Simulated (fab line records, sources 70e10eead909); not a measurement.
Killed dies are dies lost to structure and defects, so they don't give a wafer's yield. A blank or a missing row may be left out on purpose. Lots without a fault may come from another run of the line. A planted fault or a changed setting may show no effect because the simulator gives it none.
Chamber matching | flow nand_harc | NHARC_P_M2_CMP_23 on cmp-01: 4 sister chambers
The step polishes, t overpolish 20 s, target thk 144.3 nm. 8 wafers are shown with their chamber, then 9 later ones without.

WAFERS WITH THEIR CHAMBER
wafer  | chamber | motor_current_A (A) | time_to_endpoint_s (s)
L081.2 | 0       | 12.3                | 29.2
L082.2 | 0       | 12.3                | 31.2
L088.3 | 1       | 10.2                | 28.4
L088.5 | 3       | 12.3                | 29.6
L088.6 | 2       | 12.2                | 28.7
L089.2 | 3       | 12.4                | 30.5
L089.5 | 2       | 13.5                | 27.3
L089.6 | 1       | 10.0                | 27.6

WAFERS WITHOUT THEIR CHAMBER
wafer  | motor_current_A (A) | time_to_endpoint_s (s)
L091.1 | 10.4                | 27.0
L091.3 | 12.2                | 29.3
L091.4 | 12.4                | 32.7
L092.1 | 12.1                | 26.5
L092.4 | 12.4                | 26.8
L092.5 | 9.7                 | 23.1
L095.1 | 13.0                | 29.7
L095.2 | 12.7                | 30.9
L095.4 | 10.1                | 23.2

WHICH CHAMBER EACH WENT THROUGH
wafer  | from the rows above          | in truth
L091.1 | 1                            | 1
L091.3 | can't be placed: 3 or 0 or 2 | 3
L091.4 | can't be placed: 0 or 3      | 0
L092.1 | can't be placed: 2 or 3 or 0 | 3
L092.4 | can't be placed: 2 or 3 or 0 | 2
L092.5 | 1                            | 1
L095.1 | can't be placed: 3 or 0 or 2 | 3
L095.2 | can't be placed: 0 or 3 or 2 | 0
L095.4 | 1                            | 1
Placed correctly: 3 of 9. Can't be placed from these rows: 6 (the true chamber is among the candidates in 6). Placed wrongly: 0.
How it was worked out, from the rows above alone: a wafer's distance from a chamber is the root of the sum, over the readings, of the square of ((its reading less the chamber's mean) divided by the reading's scatter). The wafer belongs to the nearest chamber; if the next one is less than 2 further off, it can't be placed. A chamber's mean is the mean of its shown wafers. The scatter: the root of (the sum of the squares of (reading less its chamber's mean) over the shown wafers, divided by (wafers less chambers)).
